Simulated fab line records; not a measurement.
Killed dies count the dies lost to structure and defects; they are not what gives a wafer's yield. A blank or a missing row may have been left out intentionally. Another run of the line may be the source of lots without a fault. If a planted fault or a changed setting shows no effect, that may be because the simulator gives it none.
fab line records	flow n5_finfet
[record] lots = 13	wafers = 37	last_day = 18
route steps=1938 shown BEOL_M4@1086 BEOL_M15@1793 MIM_TOP@1838 PASSIVATION@1905
lots that met no fault: taken from a fault-free run of the same line
start_h: the number of hours between the record's first day and the start of the first shown wafer of the lot	wait_h: time in hours since the lot's previous step	" unchanged from the row above	L1.1+2: a single row standing in for several wafers	- either no value or no given start	* or withheld: withheld	< > ~ a bound
route shown NAME@n: names a module that has steps shown in the file, with the first one's number in the route	usual: mean/standard deviation of fault-free wafers	same: alike in all rows	chamber/n: place in a boat	sites: readings site by site	_std_site: standard deviation across them	_edge_site: outer sites' mean less inner sites'	radius_mm: how far each site lies from the wafer's centre	mask NAME#n: copy n	behind: tool/chamber where the wafer was last shaped	hold: cause of the lot's hold/its duration in hours/its outcome	device: names the non-switching transistor (n, p or np)	end of line: the same wafers' tests at the end of the route	step lacking rows: just its recipe	killed: not the wafer's yield, but the dies lost to structure and defects at the first sort	map: the dies of a wafer, with x for killed, . for not killed, _ for no die there
set.NAME: the setting that was run; set.NAME@STEP: the one run at that earlier step	model.NAME: the simulator's own value behind a step, which no gauge read
route steps across a sampled set of lots; one table per step, one row per wafer
services: when a tool's chamber went out of use (start_h, in hours from the record's first day, below 0 if earlier), for how many hours, and the reason
[[steps]]
[step N5_BEOL_M4_SPUTTER_79]
[recipe] material = Cu	target_thk_a = 45	temp_c = -20	chamber_pressure_pa = 0.07	power_w = withheld	time_s = 8.29
[usual] substrate_temp_c = -20.01/0.11	throttle_valve_pct = 30.4/1.4
lot.wafer	tool	chamber	start_h	wait_h	substrate_temp_c	throttle_valve_pct
L264.1	pvd_sputter-03	-	159.70	0.1	-20.16	27.6
L264.3	"	-	"	"	-19.94	30.3
L265.1	pvd_sputter-01	-	169.86	0.1	-20.06	32.6
L265.2	"	-	"	"	-20.06	31.0
L265.5	"	-	"	"	-20.02	30.8
L267.1	pvd_sputter-01	-	174.32	0.1	-19.96	31.1
L267.2	"	-	"	"	-19.88	31.1
L267.5	"	-	"	"	-19.97	31.0
L268.1	pvd_sputter-02	-	189.23	0.1	-20.18	30.9
L268.3	"	-	"	"	-19.94	30.0
L268.6	"	-	"	"	-20.00	30.2
L269.2	pvd_sputter-01	-	192.05	0.1	-19.92	31.3
L269.3	"	-	"	"	-20.08	31.4
L269.6	"	-	"	"	-19.76	32.6
L270.1	pvd_sputter-02	-	202.56	0.1	-19.88	30.2
L270.2	"	-	"	"	-19.88	31.7
L270.6	"	-	"	"	-19.97	31.7
L272.1	pvd_sputter-03	-	207.61	0.1	-20.21	29.2
L272.2	"	-	"	"	-19.96	27.3
L272.5	"	-	"	"	-20.02	29.4
L273.1	pvd_sputter-03	-	210.57	0.1	-20.08	27.3
L273.4	"	-	"	"	-20.12	30.4
L273.6	"	-	"	"	-20.28	30.4
L275.2	pvd_sputter-01	-	217.29	0.1	-19.84	32.4
L275.5	"	-	"	"	-19.91	31.3
L274.4	pvd_sputter-01	-	219.13	0.1	-19.78	32.5
L274.5	"	-	"	"	-20.04	30.9
L274.6	"	-	"	"	-19.99	32.6
L276.1	pvd_sputter-03	-	240.80	0.1	-19.90	29.3
L276.2	"	-	"	"	-19.95	27.7
L276.6	"	-	"	"	-19.95	29.5
L280.1	pvd_sputter-01	-	282.85	0.1	-20.08	32.4
L280.2	"	-	"	"	-19.73	31.0
L280.5	"	-	"	"	-20.05	31.2
L283.3	pvd_sputter-01	-	310.24	0.1	-19.90	31.3
L283.5	"	-	"	"	-20.09	32.5
L283.6	"	-	"	"	-19.86	30.7
[step N5_BEOL_M15_CD_MEAS_17]
[recipe] target_cd_nm = 360	polarity = opening
[usual] cd_nm = 361.3/2.3
lot.wafer	tool	chamber	start_h	wait_h	cd_nm
L264.1	cd_sem-03	-	248.92	0.0	360.5
L264.3	"	-	"	"	364.0
L265.1	cd_sem-01	-	252.40	0.0	359.2
L265.2	"	-	"	"	359.1
L265.5	"	-	"	"	360.6
L267.1	cd_sem-03	-	259.12	0.0	360.6
L267.2	"	-	"	"	356.3
L267.5	"	-	"	"	359.0
L269.2	cd_sem-01	-	268.48	0.0	363.3
L269.3	"	-	"	"	364.0
L269.6	"	-	"	"	363.7
L268.1	cd_sem-02	-	268.93	0.0	363.0
L268.3	"	-	"	"	360.8
L268.6	"	-	"	"	360.0
L270.1	cd_sem-01	-	281.58	0.0	362.5
L270.2	"	-	"	"	361.9
L270.6	"	-	"	"	364.3
L272.1	cd_sem-01	-	287.91	0.0	362.5
L272.2	"	-	"	"	363.6
L272.5	"	-	"	"	361.4
L273.1	cd_sem-01	-	298.76	0.0	362.9
L273.4	"	-	"	"	363.9
L273.6	"	-	"	"	361.8
L275.2	cd_sem-01	-	301.31	0.0	357.9
L275.5	"	-	"	"	358.1
L274.4	cd_sem-02	-	301.93	0.0	362.7
L274.5	"	-	"	"	360.8
L274.6	"	-	"	"	360.3
L276.1	cd_sem-02	-	326.62	0.0	358.1
L276.2	"	-	"	"	358.7
L276.6	"	-	"	"	363.4
L280.1	cd_sem-01	-	369.23	0.0	362.7
L280.2	"	-	"	"	362.2
L280.5	"	-	"	"	363.4
L283.3	cd_sem-01	-	400.15	0.0	361.5
L283.5	"	-	"	"	361.5
L283.6	"	-	"	"	363.0
[step N5_MIM_TOP_SPUTTER_03]
[recipe] material = TiN	target_thk_a = 350	temp_c = 200	power_w = 3000	chamber_pressure_pa = 0.49996	gas = Ar	reactive_partial_pa = 0.37997	time_s = 89.7
[usual] substrate_temp_c = 200.01/0.17	throttle_valve_pct = 30.1/1.5
lot.wafer	tool	chamber	start_h	wait_h	substrate_temp_c	throttle_valve_pct
L264.1	pvd_sputter-02	-	255.26	0.0	199.96	29.9
L264.3	"	-	"	"	199.61	30.1
L265.1	pvd_sputter-01	-	260.83	0.0	200.15	31.2
L265.2	"	-	"	"	200.04	31.3
L265.5	"	-	"	"	199.87	32.7
L267.1	pvd_sputter-03	-	268.94	0.0	200.32	29.0
L267.2	"	-	"	"	200.36	29.3
L267.5	"	-	"	"	200.11	29.6
L269.2	pvd_sputter-01	-	278.66	0.0	200.10	31.2
L269.3	"	-	"	"	199.99	31.1
L269.6	"	-	"	"	199.82	32.5
L268.1	pvd_sputter-01	-	279.26	0.0	200.23	31.2
L268.3	"	-	"	"	199.95	31.0
L268.6	"	-	"	"	200.18	32.8
L270.1	pvd_sputter-03	-	293.91	0.0	199.86	28.7
L270.2	"	-	"	"	199.90	30.4
L270.6	"	-	"	"	200.20	28.8
L272.1	pvd_sputter-01	-	295.45	0.0	200.03	31.0
L272.2	"	-	"	"	200.17	31.3
L272.5	"	-	"	"	199.90	31.3
L275.2	pvd_sputter-02	-	307.45	0.0	200.24	29.9
L275.5	"	-	"	"	200.07	30.1
L273.1	pvd_sputter-03	-	307.66	0.0	200.11	27.4
L273.4	"	-	"	"	199.81	29.6
L273.6	"	-	"	"	200.20	30.5
L274.4	pvd_sputter-03	-	312.14	0.0	199.96	30.2
L274.5	"	-	"	"	200.20	29.4
L274.6	"	-	"	"	199.66	27.3
L276.1	pvd_sputter-02	-	335.50	0.0	200.06	31.9
L276.2	"	-	"	"	199.95	30.1
L276.6	"	-	"	"	199.88	29.9
L280.1	pvd_sputter-03	-	385.20	0.0	200.05	27.5
L280.2	"	-	"	"	199.87	30.1
L280.5	"	-	"	"	200.34	27.4
L283.3	pvd_sputter-01	-	410.54	0.0	200.13	31.0
L283.5	"	-	"	"	199.87	30.7
L283.6	"	-	"	"	199.94	32.7
[step N5_PASSIVATION_CD_MEAS_30]
[recipe] target_cd_nm = 4000	landing_energy_ev = 500	detector = se_inlens	polarity = opening
[usual] cd_nm = 4000.5/1.8
lot.wafer	tool	chamber	start_h	wait_h	cd_nm
L264.1	cd_sem-03	0	260.52	-	4001.1
L264.3	"	0	"	"	4002.8
L265.1	cd_sem-01	0	265.87	-	4001.0
L265.2	"	0	"	"	3998.4
L265.5	"	0	"	"	4002.5
L267.1	cd_sem-01	0	273.91	-	3999.8
L267.2	"	0	"	"	3997.9
L267.5	"	0	"	"	3999.4
L269.2	cd_sem-02	0	285.12	-	4001.0
L269.3	"	0	"	"	4000.0
L269.6	"	0	"	"	4002.1
L268.1	cd_sem-02	0	286.23	-	4001.8
L268.3	"	0	"	"	4000.5
L268.6	"	0	"	"	4000.4
L272.1	cd_sem-02	0	299.72	-	3997.0
L272.2	"	0	"	"	4002.8
L272.5	"	0	"	"	4000.1
L270.1	cd_sem-03	0	300.38	-	3999.2
L270.2	"	0	"	"	4000.5
L270.6	"	0	"	"	4000.4
L275.2	cd_sem-03	0	311.96	-	4000.0
L275.5	"	0	"	"	4000.6
L273.1	cd_sem-01	0	313.72	-	4002.8
L273.4	"	0	"	"	4000.0
L273.6	"	0	"	"	4002.7
L274.4	cd_sem-02	0	319.78	-	4005.0
L274.5	"	0	"	"	3999.2
L274.6	"	0	"	"	4002.9
L276.1	cd_sem-03	0	340.45	-	3999.0
L276.2	"	0	"	"	4001.4
L276.6	"	0	"	"	4002.7
L280.1	cd_sem-01	0	389.63	-	3999.9
L280.2	"	0	"	"	4001.3
L280.5	"	0	"	"	4002.1
L283.3	cd_sem-01	0	415.85	-	4001.4
L283.5	"	0	"	"	3999.9
L283.6	"	0	"	"	4003.3
[step N5_PASSIVATION_PROBE_49]
[usual] defect_limited_yield = 91.3/1.7	killed_at_M0_to_M3 = 33/9.9	killed_at_M4_up = 14/6.4	killed_at_contacts = 12/7	killed_at_front_end = 41/13	killed_at_other = 3.1/2.9	killed_dies = 103/20	killed_open = 67/14	killed_short = 34/9.4	sort_bin_4_leakage = 0.03/0.24	sort_bin_5_function = 5.1/1.1	sort_bin_6_memory = 3.2/0.79	sort_bin_8_speed = 0.02/0.15	sort_n_pass = 1077/21	sort_yield_pct = 91.2/1.7
[same] gross_dies = 1180	killed_at_back_side = 0
lot.wafer	tool	chamber	start_h	wait_h	defect_limited_yield[%]	killed_at_M0_to_M3	killed_at_M4_up	killed_at_contacts	killed_at_front_end	killed_at_other	killed_dies	killed_open	killed_short	sort_bin_4_leakage[%]	sort_bin_5_function[%]	sort_bin_6_memory[%]	sort_bin_8_speed[%]	sort_n_pass	sort_yield_pct[%]
L272.1	prober-01	-	304.99	0.0	90.7	27	16	6	55	6	110	58	48	0	5.9	2.9	0	1070	90.7
L272.2	prober-01	-	305.04	0.1	92.5	37	5	9	37	1	89	47	40	0	4.6	2.8	0	1091	92.5
L272.5	prober-01	-	305.19	0.2	91.9	27	8	6	49	6	96	54	40	0	5.2	2.7	0	1084	91.9
L273.1	prober-01	-	319.02	0.0	91.0	30	15	9	51	1	106	75	29	0	4.8	3.7	0	1074	91.0
L273.4	prober-01	-	319.17	0.2	92.1	32	13	3	42	3	93	62	31	0	4.7	3.1	0	1087	92.1
L273.6	prober-01	-	319.27	0.3	92.8	14	16	5	48	2	85	55	30	0	3.9	3.1	0	1095	92.8
L280.1	prober-02	-	395.11	0.0	82.1	29	134	14	34	0	211	42	41	0	11.0	3.8	0	969	82.1
L280.2	prober-02	-	395.16	0.1	92.3	27	4	16	39	5	91	47	38	0	4.8	2.6	0	1089	92.3
L280.5	prober-02	-	395.31	0.2	90.8	19	9	29	51	0	108	64	43	0	6.3	2.5	0	1072	90.8
L283.3	prober-02	-	421.18	0.1	93.9	27	14	3	23	5	72	48	22	0	3.8	2.0	0	1108	93.9
L283.5	prober-02	-	421.28	0.2	82.9	31	134	4	31	2	202	55	22	0	10.1	4.2	0	978	82.9
L283.6	prober-02	-	421.33	0.3	90.9	40	20	6	40	1	107	60	47	0	6.1	2.8	0	1073	90.9
// killed by level:class
L272.1 FIN_SAQP:geometric_particle:short=19 FIN_SAQP:geometric_particle:open=7 STI_FIN_REVEAL:geometric_particle:open=6 BEOL_M0_SAQP:geometric_particle:open=6 BEOL_M4:geometric_particle:open=6 SPACER0:geometric_particle:open=5 MOL_CONTACT_COAG:geometric_particle:open=5 BEOL_M1:geometric_particle:open=5
L272.2 GATE_CUT:geometric_particle:short=10 BEOL_M0_SAQP:geometric_particle:open=7 BEOL_M3:geometric_particle:open=7 MOL_CONTACT_COAG:geometric_particle:open=6 BEOL_M1:geometric_particle:open=6 BEOL_M0_SAQP:geometric_particle:short=5 BEOL_M2:geometric_particle:open=5 BEOL_M1:geometric_particle:short=4
L272.5 STI_FIN_REVEAL:geometric_particle:open=16 FIN_SAQP:geometric_particle:short=13 MOL_CONTACT_COAG:geometric_particle:open=6 BEOL_M3:geometric_particle:open=6 BEOL_M4:geometric_particle:short=5 DUMMY_GATE:geometric_particle:open=4 BEOL_M0_SAQP:geometric_particle:open=4 BEOL_M1:geometric_particle:open=4
L273.1 FIN_SAQP:geometric_particle:short=16 FIN_SAQP:geometric_particle:open=15 BEOL_M1:geometric_particle:open=11 MOL_CONTACT_COAG:geometric_particle:open=7 DUMMY_GATE:geometric_particle:open=4 STARTING-WAFER:geometric_particle:open=4 BEOL_M0_SAQP:geometric_particle:open=4 BEOL_M0:geometric_particle:open=4
L273.4 FIN_SAQP:geometric_particle:open=16 FIN_SAQP:geometric_particle:short=12 BEOL_M2:geometric_particle:open=7 BEOL_M3:geometric_particle:open=7 BEOL_M0_SAQP:geometric_particle:open=6 BEOL_M4:geometric_particle:open=4 GATE_CUT:geometric_particle:short=3 MOL_CONTACT_COAG:geometric_particle:open=3
L273.6 FIN_SAQP:geometric_particle:open=14 FIN_SAQP:geometric_particle:short=10 STI_FIN_REVEAL:geometric_particle:open=6 BEOL_M4:geometric_particle:open=6 BEOL_M5:geometric_particle:open=5 GATE_CUT:geometric_particle:open=4 GATE_CUT:geometric_particle:short=4 MOL_CONTACT_COAG:geometric_particle:open=4
L280.1 BEOL_M4:unspecified=124 BEOL_M0_SAQP:geometric_particle:short=13 FIN_SAQP:geometric_particle:short=12 MOL_CONTACT_COAG:geometric_particle:open=11 BEOL_M2:geometric_particle:open=7 GATE_CUT:geometric_particle:short=4 BEOL_M0_SAQP:geometric_particle:open=4 FIN_SAQP:geometric_particle:open=3
L280.2 FIN_SAQP:geometric_particle:short=11 FIN_SAQP:geometric_particle:open=9 MOL_CONTACT_COAG:geometric_particle:open=9 BEOL_M3:geometric_particle:open=8 GATE_CUT:geometric_particle:short=7 MOL_CONTACT_COAG:geometric_particle:short=7 BEOL_M1:geometric_particle:open=5 GATE_CUT:geometric_particle:open=4
L280.5 MOL_CONTACT_COAG:geometric_particle:open=24 FIN_SAQP:geometric_particle:short=16 FIN_SAQP:geometric_particle:open=13 BEOL_M0_SAQP:geometric_particle:open=6 GATE_CUT:geometric_particle:short=5 MOL_CONTACT_COAG:geometric_particle:short=5 STI_FIN_REVEAL:geometric_particle:open=4 BEOL_M0_SAQP:geometric_particle:short=4
L283.3 BEOL_M3:geometric_particle:open=9 BEOL_M4:geometric_particle:open=7 FIN_SAQP:geometric_particle:short=6 BEOL_M2:geometric_particle:open=5 DUMMY_GATE:geometric_particle:open=4 BEOL_M0:geometric_particle:open=4 BEOL_M1:geometric_particle:open=4 MOL_CONTACT_COAG:geometric_particle:open=3
L283.5 BEOL_M4:unspecified=124 BEOL_M3:geometric_particle:open=11 FIN_SAQP:geometric_particle:open=10 BEOL_M2:geometric_particle:open=7 FIN_SAQP:geometric_particle:short=6 BEOL_M5:geometric_particle:open=5 DUMMY_GATE:geometric_particle:open=4 MOL_CONTACT_COAG:geometric_particle:open=4
L283.6 GATE_CUT:geometric_particle:short=13 BEOL_M0_SAQP:geometric_particle:short=8 BEOL_M2:geometric_particle:open=8 BEOL_M4:geometric_particle:open=7 BEOL_M3:geometric_particle:open=7 BEOL_M1:geometric_particle:open=6 BEOL_M3:geometric_particle:short=6 FIN_SAQP:geometric_particle:open=5
[[services]]
tool	chamber	start_h	hours	kind
pvd_sputter-02	-	269.38	29.2	repair
pvd_sputter-03	-	355.87	6.6	repair
pvd_sputter-02	-	394.55	4.0	repair
[[key]]
[first_sign] step = N5_PASSIVATION_PROBE_49	reading = killed_at_M4_up	direction = up	sigmas = 19	usual = 14	struck = 134
[effect] step = N5_PASSIVATION_PROBE_49	reading = defect_limited_yield	direction = down	sigmas = 5.1	usual = 91.3	struck = 82.5
[more_kills_born_at] N5_BEOL_M4_SPUTTER_79@pvd_sputter-01 = 248
met_at N5_BEOL_M4_SPUTTER_79
struck_lots L280,L283
struck_wafers L280.1,L283.5
not_acting_at N5_BEOL_M15_CD_MEAS_17,N5_MIM_TOP_SPUTTER_03,N5_PASSIVATION_CD_MEAS_30
onset_between 219.13 282.85
[fault] kind = chamber_particle_source	tool = pvd_sputter-01	chamber = -	onset_h = 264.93	steps = N5_BEOL_M4_SPUTTER_79	rate_per_visit_cm2 = 1.0799	end_h = 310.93	scope = struck_wafers_only
